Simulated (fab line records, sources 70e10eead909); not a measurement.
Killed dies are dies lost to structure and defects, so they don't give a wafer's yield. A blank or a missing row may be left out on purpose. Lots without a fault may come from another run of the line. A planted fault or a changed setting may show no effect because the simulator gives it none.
fab line records | flow nand_harc
record lots=6 wafers=18 last_day=33
route steps=1302 shown P_M1@315 P_M2@318 END@1302
lots that met no fault: from a run of the same line without faults
start_h: hours from the record's first day to the start of the lot's first wafer shown | wait_h: hours since the lot's step before | " the same as in the row above | L1.1+2: a row that stands for several wafers | - no value, or no start given | * or withheld: withheld | < > ~ a bound
route shown NAME@n: a module of which the file shows steps, and the number in the route of the first | usual: mean/standard deviation of fault-free wafers | same: alike in all rows | chamber/n: place in a boat | sites: the reading at each site | _std_site: their standard deviation | _edge_site: outer sites' mean less inner sites' | radius_mm: how far each site lies from the wafer's centre | mask NAME#n: copy n | behind: the tool/chamber that last shaped the wafer | hold: why the lot was held/for how many hours/how that ended | device: the transistor (n, p or np) that didn't switch | end of line: the same wafers' tests at the end of the route | a step without rows: its recipe alone | killed: dies lost to structure and defects at the first sort, not the wafer's yield | map: a wafer's dies, x killed, . not, _ none there
set.NAME: the setting as run; set.NAME@STEP: as run at that earlier step | model.NAME: the simulator's own value behind a step, which no gauge read
lots at some steps of the route; a table a step, a row a wafer
services: from which hour (start_h, from the record's first day; less than 0 if before it) a tool's chamber was out of use, for how many hours, and why
## steps
# step NHARC_P_M1_INSPECT_27
# usual raw_defect_count=280/91
# columns lot.wafer tool chamber start_h wait_h raw_defect_count
L504.1 defect_inspect-01 - 215.18 0.0 481
L504.3 " - " " 281
L504.5 " - " " 204
L507.3 defect_inspect-02 - 236.03 0.0 146
L507.4 " - " " 293
L507.5 " - " " 369
L511.1 defect_inspect-01 - 286.82 0.0 278
L511.3 " - " " 300
L511.5 " - " " 318
L513.1 defect_inspect-01 - 304.57 0.0 168
L513.3 " - " " 344
L513.4 " - " " 452
L516.1 defect_inspect-01 - 331.67 0.0 130
L516.2 " - " " 219
L516.4 " - " " 259
L519.1 defect_inspect-02 - 357.96 0.0 448
L519.2 " - " " 275
L519.5 " - " " 350
# step NHARC_P_M1_PRE_CLEAN_32
# recipe time_s=12 temp_c=370 rf_power_w=300 gas=NH3
# usual heater_power_w=637/81
# same time_s=12
# columns lot.wafer tool chamber start_h wait_h heater_power_w
L504.1 pecvd-01 2 215.25 0.1 716
L504.3 " 1 " " 544
L504.5 " 2 " " 737
L507.3 pecvd-03 1 236.10 0.1 679
L507.4 " 1 " " 674
L507.5 " 0 " " 568
L511.3 pecvd-01 0 286.89 0.1 776
L511.1 " 1 " " 546
L511.5 " 2 " " 723
L513.3 pecvd-04 1 304.64 0.1 711
L513.1 " 0 " " 624
L513.4 " 0 " " 622
L516.1 pecvd-04 0 331.74 0.1 527
L516.2 " 1 " " 652
L516.4 " 0 " " 524
L519.1 pecvd-04 2 358.04 0.1 710
L519.2 " 0 " " 609
L519.5 " 1 " " 743
# step NHARC_P_M1_DEP_33
# recipe target_thk_a=300 temp_c=370 target_thk_nm=30 pressure_torr=3 flow_sccm=200 rf_w=450 material=SiCN
# usual heater_power_w=595/78
# columns lot.wafer tool chamber start_h wait_h heater_power_w
L504.1 pecvd-01 2 215.32 0.1 664
L504.3 " 1 " " 503
L504.5 " 2 " " 687
L507.3 pecvd-03 1 236.18 0.1 516
L507.4 " 1 " " 530
L507.5 " 0 " " 610
L511.3 pecvd-01 0 286.96 0.1 723
L511.1 " 1 " " 444
L511.5 " 2 " " 656
L513.3 pecvd-04 1 304.72 0.1 677
L513.1 " 0 " " 561
L513.4 " 0 " " 551
L516.1 pecvd-04 0 331.82 0.1 552
L516.2 " 1 " " 662
L516.4 " 0 " " 561
L519.1 pecvd-04 2 358.15 0.1 647
L519.2 " 0 " " 574
L519.5 " 1 " " 626
# step NHARC_P_M2_DEP_00
# recipe target_thk_a=1825 target_thk_nm=182.5 temp_c=withheld pressure_torr=5 flow_sccm=200 rf_w=600 material=SiOC
# step NHARC_P_M2_DEHYDRATE_01
# recipe temp_c=150 time_s=120
# step NHARC_P_M2_HMDS_02
# recipe time_s=30
# step NHARC_P_M2_COAT_34
# recipe temp_c=200 time_s=65
# step NHARC_P_M2_COAT_03
# recipe spin_rpm=1500 resist_thk_nm=90
# step NHARC_P_M2_SOFTBAKE_04
# recipe temp_c=105 time_s=55
# step NHARC_P_M2_EBR_05
# step NHARC_P_M2_EXPOSE_06
# recipe na=1.35 target_cd_nm=170 dose_mj=80.78 mask_id=P_M2
# step NHARC_P_M2_PEB_07
# recipe peb_temp_c=100 peb_time_s=65
# usual heater_power_total_W=156.6/0.4 plate_temp_C=99.97/0.13
# columns lot.wafer tool chamber start_h wait_h heater_power_total_W plate_temp_C
L504.1 litho_track-04 0 216.37 0.1 166.2 104.51
L504.3 " 0 " " 166.1 104.71
L504.5 " 0 " " 167.0 104.64
L507.3 litho_track-04 0 237.20 0.0 165.9 104.71
L507.4 " 0 " " 166.3 104.68
L507.5 " 0 " " 166.0 104.47
L511.1 litho_track-01 0 288.13 0.1 156.2 99.93
L511.3 " 0 " " 156.2 100.02
L511.5 " 0 " " 156.6 99.84
L513.1 litho_track-06 0 305.89 0.1 156.7 100.18
L513.3 " 0 " " 156.1 100.02
L513.4 " 0 " " 157.0 99.89
L516.1 litho_track-04 0 333.00 0.1 156.2 100.01
L516.2 " 0 " " 157.1 100.01
L516.4 " 0 " " 156.2 99.91
L519.1 litho_track-04 0 359.27 0.1 156.4 100.00
L519.2 " 0 " " 156.5 100.12
L519.5 " 0 " " 156.1 100.18
# step NHARC_P_M2_DEVELOP_08
# recipe develop_time_s=35 dev_temp_c=23
# step NHARC_P_M2_CD_MEAS_09
# recipe target_cd_nm=170 landing_energy_ev=500
# usual cd_nm=169.9/0.61
# columns lot.wafer tool chamber start_h wait_h cd_nm
L504.1 cd_sem-01 0 216.45 - 184.4
L504.3 " 0 " " 185.3
L504.5 " 0 " " 184.1
L507.3 cd_sem-01 0 237.28 - 184.4
L507.4 " 0 " " 184.7
L507.5 " 0 " " 184.7
L511.1 cd_sem-03 0 288.21 - 169.3
L511.3 " 0 " " 169.3
L511.5 " 0 " " 169.1
L513.1 cd_sem-02 0 305.97 - 168.9
L513.3 " 0 " " 170.2
L513.4 " 0 " " 170.0
L516.1 cd_sem-03 0 333.08 - 170.3
L516.2 " 0 " " 169.3
L516.4 " 0 " " 170.8
L519.1 cd_sem-03 0 359.35 - 171.3
L519.2 " 0 " " 170.9
L519.5 " 0 " " 171.8
# step NHARC_P_M2_OVL_MEAS_10
# recipe pitch_nm=340
# usual overlay_x_nm=0.0/0.66 overlay_y_nm=-0.1/0.88
# columns lot.wafer tool chamber start_h wait_h overlay_x_nm overlay_y_nm
L504.1 overlay-01 - 216.54 - -0.4 -0.1
L504.3 " - " " -0.5 -0.5
L504.5 " - " " -1.2 -1.0
L507.3 overlay-01 - 237.37 - 0.4 0.8
L507.4 " - " " 0.3 0.0
L507.5 " - " " 0.4 0.9
L511.1 overlay-02 - 288.30 - 0.5 0.2
L511.3 " - " " 0.1 0.5
L511.5 " - " " 0.2 -0.1
L513.1 overlay-01 - 306.05 - 0.8 2.6
L513.3 " - " " 0.4 2.2
L513.4 " - " " 1.4 2.4
L516.1 overlay-02 - 333.16 - 0.3 -1.3
L516.2 " - " " 0.9 -0.8
L516.4 " - " " 0.3 -0.7
L519.1 overlay-02 - 359.44 - -0.6 -0.7
L519.2 " - " " 0.1 -1.5
L519.5 " - " " 0.3 -1.0
# step NHARC_P_M2_INSPECT_11
# usual raw_defect_count=4.7/2.9
# columns lot.wafer tool chamber start_h wait_h raw_defect_count
L504.1 defect_inspect-02 - 216.57 0.0 5
L504.3 " - " " 9
L504.5 " - " " 3
L507.3 defect_inspect-01 - 237.40 0.0 5
L507.4 " - " " 7
L507.5 " - " " 1
L511.1 defect_inspect-01 - 288.34 0.0 3
L511.3 " - " " 1
L511.5 " - " " 2
L513.1 defect_inspect-02 - 306.09 0.0 5
L513.3 " - " " 8
L513.4 " - " " 6
L516.1 defect_inspect-02 - 333.20 0.0 5
L516.2 " - " " 6
L516.4 " - " " 4
L519.1 defect_inspect-02 - 359.48 0.0 7
L519.2 " - " " 3
L519.5 " - " " 10
# step NHARC_P_M2_DESCUM_14
# recipe time_s=3 o2_flow_sccm=200 ar_flow_sccm=0 bias_power_w=0 chemistry=O2
# usual drypump_motor_current_A=5.9/0.64 oes_product_au=1.001/0.011 rf_vpp_V=57.8/0.93 showerhead_plenum_p_Torr=1.91/0.081 throttle_valve_pct=11.311/0.0087
# same time_s=3
# columns lot.wafer tool chamber start_h wait_h drypump_motor_current_A oes_product_au rf_hours_counter_h rf_vpp_V showerhead_plenum_p_Torr throttle_valve_pct model.P_M2.cd_nm
L504.1 rie_diel-12 0 216.64 0.1 6.6 0.994 8.7 58.2 1.98 11.292 184.4
L504.3 " 2 " " 6.7 0.984 8.5 57.1 1.86 11.315 185.1
L504.5 " 0 " " 6.6 0.992 - 59.3 1.98 11.302 184.1
L507.3 rie_diel-01 0 237.47 0.1 5.2 1.016 0.9 57.3 1.91 11.310 183.9
L507.4 " 1 " " 5.2 0.989 0.7 57.5 2.02 11.314 185.3
L507.5 " 3 " " 6.5 1.002 - 59.5 1.85 11.318 184.8
L511.3 rie_diel-04 3 288.40 0.1 6.7 0.994 7.2 58.3 1.88 11.304 169.9
L511.1 " 2 " " 5.8 0.999 5.9 57.2 1.97 11.310 169.1
L511.5 " 0 " " 5.7 1.012 - 57.5 1.92 11.320 169.7
L513.1 rie_diel-12 1 306.15 0.1 4.7 0.996 0.9 58.3 1.78 11.317 169.3
L513.3 " 3 " " 5.9 0.979 1.4 57.3 1.79 11.303 170.7
L513.4 " 0 " " 6.6 1.002 1.2 56.6 1.98 11.293 169.1
L516.4 rie_diel-01 2 333.26 0.1 5.9 1.007 4.8 59.0 2.00 11.318 170.2
L516.2 " 3 " " 6.5 0.993 5.0 57.4 1.85 11.299 169
L516.1 " 0 " " 5.2 1.019 4.9 56.7 1.90 11.316 170.2
L519.1 rie_diel-12 1 359.54 0.1 4.7 0.992 3.6 56.0 1.78 11.311 171
L519.2 " 3 " " 5.9 0.989 4.3 57.3 1.79 11.320 171.2
L519.5 " 2 " " 6.7 0.993 - 57.2 1.86 11.324 171.3
# step NHARC_P_M2_ETCH_35
# recipe target_depth_a=400 overetch_a=120 time_s=43.94 ion_energy_ev=200 n2_flow_sccm=150 h2_flow_sccm=150 ar_flow_sccm=0 rf_w=400 bias_w=150 chemistry=N2/H2
# usual drypump_motor_current_A=5.9/0.63 oes_product_au=1.000/0.012 rf_vpp_V=430.2/2.5 showerhead_plenum_p_Torr=2.03/0.089 throttle_valve_pct=14.172/0.0093
# same time_s=43.94
# columns lot.wafer tool chamber start_h wait_h drypump_motor_current_A oes_product_au rf_hours_counter_h rf_vpp_V showerhead_plenum_p_Torr throttle_valve_pct
L504.3 rie_diel-12 3 216.73 0.1 5.9 1.014 7.6 426.4 1.91 14.177
L504.1 " 0 " " 6.6 1.003 8.7 433.4 2.11 14.169
L504.5 " 3 " " 5.9 1.015 - 427.5 1.91 14.152
L507.4 rie_diel-01 1 237.56 0.1 5.2 0.985 0.7 432.8 2.16 14.170
L507.3 " 2 " " 5.9 0.998 0.6 433.7 2.14 14.179
L507.5 " 1 " " 5.2 0.976 - 433.4 2.16 14.171
L511.1 rie_diel-04 0 288.48 0.1 5.6 1.019 6.3 432.5 2.05 14.178
L511.3 " 1 " " 5.7 0.983 6.0 427.6 1.91 14.185
L511.5 " 1 " " 5.7 0.984 - 427.0 1.91 14.175
L513.4 rie_diel-12 0 306.24 0.1 6.6 1.008 1.2 432.6 2.11 14.167
L513.3 " 1 " " 4.7 1.006 0.9 427.7 1.90 14.168
L513.1 " 3 " " 5.9 0.996 1.4 426.6 1.90 14.175
L516.2 rie_diel-01 2 333.35 0.1 5.9 1.004 4.8 433.4 2.14 14.159
L516.4 " 3 " " 6.5 1.001 5.0 429.1 1.97 14.189
L516.1 " 0 " " 5.2 1.020 4.9 430.8 2.03 14.171
L519.1 rie_diel-12 3 359.63 0.1 5.9 0.981 4.3 426.7 1.90 14.180
L519.2 " 0 " " 6.6 1.007 3.5 430.8 2.11 14.167
L519.5 " 0 " " 6.6 0.999 - 431.0 2.11 14.166
# step NHARC_P_M2_ETCH_15
# recipe target_depth_a=1825 time_s=91.2 c4f8_flow_sccm=withheld ar_flow_sccm=400 rf_w=600 bias_w=300 chemistry=C4F8/Ar
# usual oes_product_au=0.948/0.026 rf_vpp_V=440.5/2.7
# same time_s=91.2
# columns lot.wafer tool chamber start_h wait_h oes_product_au rf_hours_counter_h rf_vpp_V
L504.3 rie_diel-12 1 - - 0.925 7.1 437.9
L504.1 " 2 " " 0.914 8.5 438.4
L504.5 " 0 " " 0.921 - 443.6
L507.4 rie_diel-01 0 - - 0.943 0.9 440.6
L507.3 " 1 " " 0.921 0.7 443.5
L507.5 " 3 " " 0.931 - 439.5
L511.3 rie_diel-04 3 - - 0.928 7.2 439.3
L511.1 " 1 " " 0.917 6.0 435.9
L511.5 " 2 " " 0.926 - 443.3
L513.3 rie_diel-12 1 - - 0.930 1.0 435.8
L513.4 " 3 " " 0.919 1.4 435.7
L513.1 " 0 " " 0.928 1.2 442.7
L516.2 rie_diel-01 1 - - 0.962 4.8 444.3
L516.4 " 3 " " 0.952 5.0 438.0
L516.1 " 0 " " 0.989 4.9 441.7
L519.1 rie_diel-12 2 - - 0.922 4.2 440.0
L519.2 " 0 " " 0.940 3.5 443.6
L519.5 " 3 " " 0.909 - 437.8
# step NHARC_P_M2_CD_MEAS_16
# usual cd_nm=169.7/0.78
# columns lot.wafer tool chamber start_h wait_h cd_nm
L504.1 cd_sem-03 - 216.94 - 184.7
L504.3 " - " " 185.2
L504.5 " - " " 183.4
L507.3 cd_sem-03 - 237.78 - 183.4
L507.4 " - " " 185.4
L507.5 " - " " 184.3
L511.1 cd_sem-02 - 288.70 - 168.9
L511.3 " - " " 169.2
L511.5 " - " " 168.9
L513.1 cd_sem-03 - 306.45 - 169.5
L513.3 " - " " 170.4
L513.4 " - " " 169.8
L516.1 cd_sem-02 - 333.57 - 170.0
L516.2 " - " " 168.2
L516.4 " - " " 170.4
L519.1 cd_sem-01 - 359.86 - 170.9
L519.2 " - " " 171.2
L519.5 " - " " 171.3
# step NHARC_P_M2_STRIP_18
# recipe power_w=1000 n2_flow_sccm=150 h2_flow_sccm=150 ar_flow_sccm=0 bias_w=0 chemistry=N2/H2
# usual drypump_motor_current_A=5.8/0.65 oes_product_au=1.000/0.01 rf_vpp_V=90.5/1.1 showerhead_plenum_p_Torr=2.02/0.091 throttle_valve_pct=14.170/0.0087
# columns lot.wafer tool chamber start_h wait_h drypump_motor_current_A oes_product_au rf_hours_counter_h rf_vpp_V showerhead_plenum_p_Torr throttle_valve_pct
L504.1 rie_diel-04 3 217.07 0.1 6.6 1.001 0.8 89.5 2.01 14.165
L504.3 " 0 " " 5.7 1.020 0.9 91.0 2.05 14.156
L504.5 " 1 " " 5.7 0.989 - 90.0 1.91 14.178
L507.3 rie_diel-04 0 237.84 0.1 5.7 1.012 1.9 93.0 2.05 14.173
L507.4 " 0 " " 5.7 1.014 - 90.7 2.05 14.176
L507.5 " 1 " " 5.7 0.986 - 91.0 1.91 14.176
L511.1 rie_diel-01 1 288.78 0.1 5.2 0.997 2.5 92.0 2.16 14.175
L511.3 " 0 " " 5.2 1.007 2.5 91.4 2.03 14.169
L511.5 " 1 " " 5.2 0.996 - 91.2 2.16 14.171
L513.3 rie_diel-01 1 306.53 0.1 5.2 1.001 3.2 91.8 2.16 14.166
L513.4 " 3 " " 6.5 1.000 3.2 88.4 1.97 14.174
L513.1 " 0 " " 5.2 1.006 3.1 91.6 2.03 14.168
L516.1 rie_diel-12 2 333.67 0.1 6.7 0.987 2.9 90.2 1.98 14.168
L516.4 " 3 " " 5.9 0.977 3.3 88.5 1.90 14.164
L516.2 " 0 " " 6.6 1.000 2.7 90.5 2.11 14.174
L519.2 rie_diel-01 0 359.94 0.1 5.2 1.018 5.8 89.5 2.03 14.172
L519.1 " 3 " " 6.5 0.995 5.7 92.3 1.97 14.167
L519.5 " 0 " " 5.2 1.015 - 91.7 2.03 14.165
# step NHARC_P_M2_ETCH_28
# recipe target_depth_a=300 over_etch_frac=0.3 time_s=72.99 ion_energy_ev=150 cf4_flow_sccm=50 n2_flow_sccm=100 ar_flow_sccm=150 rf_w=300 bias_w=100 chemistry=CF4/N2
# usual drypump_motor_current_A=5.9/0.64 oes_product_au=0.999/0.012 rf_vpp_V=313.7/2 showerhead_plenum_p_Torr=2.60/0.11 throttle_valve_pct=19.795/0.01
# same time_s=72.99
# columns lot.wafer tool chamber start_h wait_h drypump_motor_current_A oes_product_au rf_hours_counter_h rf_vpp_V showerhead_plenum_p_Torr throttle_valve_pct model.P_M2.cd_nm
L504.1 rie_diel-04 0 - - 5.7 1.010 0.9 314.2 2.64 19.807 185.2
L504.3 " 3 " " 6.6 0.994 0.8 313.6 2.59 19.796 184
L504.5 " 1 " " 5.7 0.989 - 312.2 2.47 19.792 184
L507.3 rie_diel-04 3 - - 6.6 0.986 2.3 312.9 2.59 19.793 182.7
L507.4 " 0 " " 5.7 1.005 - 313.9 2.64 19.781 184.7
L507.5 " 3 " " 6.6 0.985 - 313.1 2.59 19.781 184.9
L511.1 rie_diel-01 0 - - 5.3 1.021 2.5 313.9 2.61 19.795 169.9
L511.3 " 1 " " 5.2 0.990 2.5 318.7 2.77 19.788 169.7
L511.5 " 1 " " 5.2 0.990 - 315.5 2.77 19.775 169.6
L513.1 rie_diel-01 0 - - 5.2 1.009 3.1 315.3 2.61 19.795 169.9
L513.3 " 1 " " 5.2 0.988 3.2 318.6 2.77 19.791 170.6
L513.4 " 3 " " 6.5 0.993 3.2 311.9 2.54 19.790 169.6
L516.4 rie_diel-12 3 - - 5.9 0.996 3.4 310.0 2.46 19.806 170.2
L516.2 " 0 " " 6.6 1.009 2.7 314.6 2.71 19.783 168.7
L516.1 " 1 " " 4.7 0.993 2.6 310.4 2.46 19.782 169.2
L519.2 rie_diel-01 1 - - 5.2 1.000 5.8 317.0 2.76 19.806 171.1
L519.1 " 2 " " 6.0 1.019 5.3 316.0 2.74 19.796 170.3
L519.5 " 0 " " 5.2 1.002 - 312.7 2.61 19.789 171.3
# step NHARC_P_M2_STRIP_19
# recipe time_s=600 temp_c=30 chemistry=post_etch_residue_remover
# step NHARC_END_SORT_01
# recipe temp_c=25
# usual defect_limited_yield=91.2/1.8 killed_at_array=55/12 killed_at_other=1.0/1.2 killed_at_periphery=3.9/2.6 killed_dies=60/12 killed_open=3.3/1.9 killed_short=2.5/1.8
# same gross_dies=677
# columns lot.wafer tool chamber start_h wait_h defect_limited_yield[%] killed_at_array killed_at_other killed_at_periphery killed_dies killed_open killed_short
L504.1 prober-01 0 648.83 2.5 90.7 57 4 2 63 0 4
L504.3 prober-01 0 650.42 3.1 90.8 57 1 4 62 3 2
L504.5 prober-01 0 652.00 3.7 89.4 65 1 6 72 8 3
L507.3 prober-01 0 665.76 3.1 91.7 52 0 4 56 4 7
L507.4 prober-01 0 666.56 3.4 92.5 43 3 5 51 3 3
L507.5 prober-01 0 667.37 3.7 93.4 43 1 1 45 1 6
L511.1 prober-01 0 724.08 2.5 88.3 75 2 2 79 4 1
L511.3 prober-01 0 725.66 3.1 88.9 74 0 1 75 4 5
L511.5 prober-01 0 727.24 3.7 88.0 77 1 3 81 4 6
L513.1 prober-01 0 731.84 2.5 91.1 56 3 1 60 4 1
L513.3 prober-01 0 733.46 3.1 91.9 51 0 4 55 3 1
L513.4 prober-01 0 734.26 3.4 90.5 59 0 5 64 1 4
L519.1 prober-01 0 776.85 2.5 91.3 55 0 4 59 2 1
L519.2 prober-01 0 777.65 2.8 91.3 55 0 4 59 2 3
L519.5 prober-01 0 780.06 3.7 87.9 76 0 6 82 4 1
# killed by level:class
L504.1 A_CHANNEL_HOLE_D1:chamber_film_flake=29 A_CHANNEL_HOLE_D2:chamber_film_flake=15 THIN_TSV:chamber_film_flake=4 A_CONTACT:chamber_film_flake=3 A_STAIRCASE:chamber_film_flake=3 A_SLIT:chamber_film_flake=3 A_CHANNEL_FILL_D1:geometric_particle:short=2 P_CONTACT:geometric_particle:short=1
L504.3 A_CHANNEL_HOLE_D1:chamber_film_flake=28 A_CHANNEL_HOLE_D2:chamber_film_flake=12 A_STAIRCASE:chamber_film_flake=8 P_GATE:chamber_film_flake=2 A_CHANNEL_HOLE_D2:geometric_particle:open=1 A_CHANNEL_HOLE_D2:geometric_particle:short=1 A_CHANNEL_FILL_D2:geometric_particle:open=1 A_CHANNEL_FILL_D2:geometric_particle:short=1
L504.5 A_CHANNEL_HOLE_D1:chamber_film_flake=27 A_CHANNEL_HOLE_D2:chamber_film_flake=19 A_DECK1_JOINT:chamber_film_flake=4 A_CONTACT:chamber_film_flake=3 A_CHANNEL_FILL_D2:geometric_particle:open=2 A_CHANNEL_FILL_D2:geometric_particle:short=2 A_STAIRCASE:chamber_film_flake=2 P_GATE:geometric_particle:open=1
L507.3 A_SLIT:chamber_film_flake=35 A_CHANNEL_HOLE_D1:chamber_film_flake=4 A_ONON_D2:geometric_particle:short=2 P_STI:chamber_film_flake=2 A_DECK1_JOINT:chamber_film_flake=2 P_STI:geometric_particle:short=1 P_GATE:geometric_particle:short=1 A_ONON_D1:geometric_particle:short=1
L507.4 A_SLIT:chamber_film_flake=28 A_CHANNEL_HOLE_D1:chamber_film_flake=4 THIN_TSV:chamber_film_flake=3 P_M1:chamber_film_flake=3 A_WL_FILL:chamber_film_flake=3 A_CHANNEL_HOLE_D2:chamber_film_flake=2 A_SOURCE_PLATE:geometric_particle:short=1 A_ONON_D1:geometric_particle:open=1
L507.5 A_SLIT:chamber_film_flake=30 A_CHANNEL_HOLE_D1:chamber_film_flake=2 A_ONON_D1:geometric_particle:open=1 A_ONON_D1:geometric_particle:short=1 A_CHANNEL_FILL_D1:geometric_particle:short=1 A_ONON_D2:geometric_particle:short=1 A_SGD_CUT:geometric_particle:short=1 A_WL_FILL:geometric_particle:short=1
L511.1 A_SLIT:chamber_film_flake=33 A_CHANNEL_HOLE_D1:chamber_film_flake=29 A_CONTACT:chamber_film_flake=3 A_ONON_D1:geometric_particle:open=2 A_BLC:chamber_film_flake=2 THIN_TSV:chamber_film_flake=2 P_GATE:geometric_particle:open=1 A_CHANNEL_FILL_D2:geometric_particle:open=1
L511.3 A_SLIT:chamber_film_flake=34 A_CHANNEL_HOLE_D1:chamber_film_flake=26 A_CHANNEL_FILL_D2:geometric_particle:short=2 A_SGD_CUT:geometric_particle:short=2 A_STAIRCASE:chamber_film_flake=2 A_WL_FILL:chamber_film_flake=2 A_BLC:chamber_film_flake=2 P_GATE:geometric_particle:open=1
L511.5 A_SLIT:chamber_film_flake=32 A_CHANNEL_HOLE_D1:chamber_film_flake=29 P_M0:geometric_particle:short=2 A_CHANNEL_FILL_D2:chamber_film_flake=2 A_WL_FILL:chamber_film_flake=2 A_BLC:chamber_film_flake=2 A_ONON_D1:geometric_particle:open=1 A_CHANNEL_FILL_D1:geometric_particle:open=1
L513.1 A_SLIT:chamber_film_flake=32 A_CHANNEL_HOLE_D1:chamber_film_flake=8 A_CONTACT:chamber_film_flake=6 THIN_TSV:chamber_film_flake=3 A_CHANNEL_FILL_D1:chamber_film_flake=2 A_STAIRCASE:chamber_film_flake=2 A_DECK1_JOINT:geometric_particle:open=1 A_ONON_D2:geometric_particle:open=1
L513.3 A_SLIT:chamber_film_flake=31 A_CHANNEL_HOLE_D1:chamber_film_flake=7 A_CONTACT:chamber_film_flake=4 P_STI:chamber_film_flake=2 A_DECK1_JOINT:chamber_film_flake=2 A_WL_FILL:chamber_film_flake=2 A_DECK1_JOINT:geometric_particle:open=1 A_DECK1_JOINT:geometric_particle:short=1
L513.4 A_SLIT:chamber_film_flake=35 A_CHANNEL_HOLE_D1:chamber_film_flake=9 A_CONTACT:chamber_film_flake=5 P_STI:chamber_film_flake=3 A_CHANNEL_FILL_D2:geometric_particle:short=2 P_GATE:chamber_film_flake=2 A_ONON_D1:geometric_particle:open=1 A_ONON_D2:geometric_particle:short=1
L519.1 A_SLIT:chamber_film_flake=30 A_CHANNEL_HOLE_D1:chamber_film_flake=10 A_CONTACT:chamber_film_flake=7 A_STAIRCASE:chamber_film_flake=4 P_M0:chamber_film_flake=3 A_CHANNEL_FILL_D2:geometric_particle:open=1 A_CHANNEL_FILL_D2:geometric_particle:short=1 A_M0:geometric_particle:open=1
L519.2 A_SLIT:chamber_film_flake=23 A_CHANNEL_HOLE_D1:chamber_film_flake=15 A_STAIRCASE:chamber_film_flake=8 A_CHANNEL_FILL_D2:geometric_particle:short=2 P_M0:chamber_film_flake=2 A_CHANNEL_FILL_D1:chamber_film_flake=2 P_M0:geometric_particle:short=1 A_ONON_D2:geometric_particle:open=1
L519.5 A_SLIT:chamber_film_flake=38 A_CHANNEL_HOLE_D1:chamber_film_flake=20 P_M0:chamber_film_flake=4 A_STAIRCASE:chamber_film_flake=4 A_CONTACT:chamber_film_flake=4 A_CHANNEL_FILL_D1:chamber_film_flake=3 A_ONON_D1:geometric_particle:open=1 A_CHANNEL_FILL_D2:geometric_particle:short=1
## services
# columns tool chamber start_h hours kind
litho_track-04 - 203.00 7.0 pm
rie_diel-01 - 203.80 9.0 pm
rie_diel-01 0 203.80 9.0 vent_cycle
rie_diel-01 1 203.80 9.0 vent_cycle
rie_diel-01 2 203.80 9.0 vent_cycle
rie_diel-01 3 203.80 9.0 vent_cycle
rie_diel-01 0 212.80 - clean
rie_diel-01 1 212.80 - clean
rie_diel-04 2 232.60 11.0 repair
rie_diel-01 - 249.69 0.8 repair
pecvd-03 0 258.49 15.4 repair
rie_diel-12 - 268.40 9.0 pm
pecvd-04 - 269.44 13.0 pm
rie_diel-12 0 288.66 8.2 repair
rie_diel-04 3 294.22 8.4 repair
rie_diel-04 0 298.58 8.8 repair
pecvd-01 - 311.00 13.0 pm
litho_track-01 - 330.00 7.0 pm
pecvd-04 - 337.53 2.8 repair
rie_diel-01 2 338.55 6.8 repair
rie_diel-01 0 342.59 1.3 repair
pecvd-04 2 347.69 5.7 repair
litho_track-06 - 354.00 7.0 pm
rie_diel-04 - 354.90 9.0 pm
## key
first_sign step=NHARC_P_M2_PEB_07 reading=plate_temp_C direction=up sigmas=37 usual=* struck=*
effect step=NHARC_P_M2_PEB_07 reading=heater_power_total_W direction=up sigmas=24 usual=* struck=*
effect step=NHARC_P_M2_CD_MEAS_09 reading=cd_nm direction=up sigmas=24 usual=169.9 struck=184.6
effect step=NHARC_P_M2_CD_MEAS_16 reading=cd_nm direction=up sigmas=19 usual=169.7 struck=184.4
model_effect step=NHARC_P_M2_DESCUM_14 value=P_M2.cd_nm without=170.2 struck=184.6
model_effect step=NHARC_P_M2_ETCH_28 value=P_M2.cd_nm without=169.9 struck=184.2
met_at NHARC_P_M2_PEB_07
struck_wafers L504.1,L504.3,L504.5,L507.3,L507.4,L507.5
fault kind=process_parameter_drift tool=litho_track-04 chamber=- onset_h=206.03 steps=NHARC_P_M2_PEB_07 channel=peb_temp_c offset=* shape=step end_h=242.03 acts_in=* stated=*
